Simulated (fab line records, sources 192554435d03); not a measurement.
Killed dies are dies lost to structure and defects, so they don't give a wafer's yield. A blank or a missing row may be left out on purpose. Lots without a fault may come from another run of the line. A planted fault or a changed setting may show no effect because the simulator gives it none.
Chamber matching | flow n5_finfet | N5_BEOL_M0_SAQP_ETCH_107 on rie_diel-01: 4 sister chambers
The step etches SiNx in CH3F/O2, target depth 30 nm. 4 wafers are shown with their chamber, then 9 later ones without.

WAFERS WITH THEIR CHAMBER
wafer  | chamber | showerhead_plenum_p_Torr (Torr)
L080.6 | 2       | 1.97
L083.5 | 0       | 2.11
L086.2 | 3       | 2.04
L086.6 | 1       | 2.02

WAFERS WITHOUT THEIR CHAMBER
wafer  | showerhead_plenum_p_Torr (Torr)
L092.2 | 2.02
L092.3 | 2.03
L092.4 | 2.10
L094.2 | 1.97
L094.3 | 2.10
L094.5 | 1.97
L097.1 | 1.96
L097.3 | 2.02
L097.4 | 2.10

WHICH CHAMBER EACH WENT THROUGH
wafer  | from the rows above     | in truth
L092.2 | 1                       | 1
L092.3 | can't be placed: 1 or 3 | 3
L092.4 | 0                       | 0
L094.2 | 2                       | 2
L094.3 | 0                       | 0
L094.5 | 2                       | 2
L097.1 | 2                       | 2
L097.3 | 1                       | 1
L097.4 | 0                       | 0
Placed correctly: 8 of 9. Can't be placed from these rows: 1 (the true chamber is among the candidates in 1). Placed wrongly: 0.
How it was worked out, from the rows above alone: a wafer's distance from a chamber is the root of the sum, over the readings, of the square of ((its reading less the chamber's mean) divided by the reading's scatter). The wafer belongs to the nearest chamber; if the next one is less than 2 further off, it can't be placed. A chamber's mean is the mean of its shown wafers. The scatter: with one shown wafer a chamber, the root of the mean of the squares of how far each hidden wafer lies from its nearest shown one.
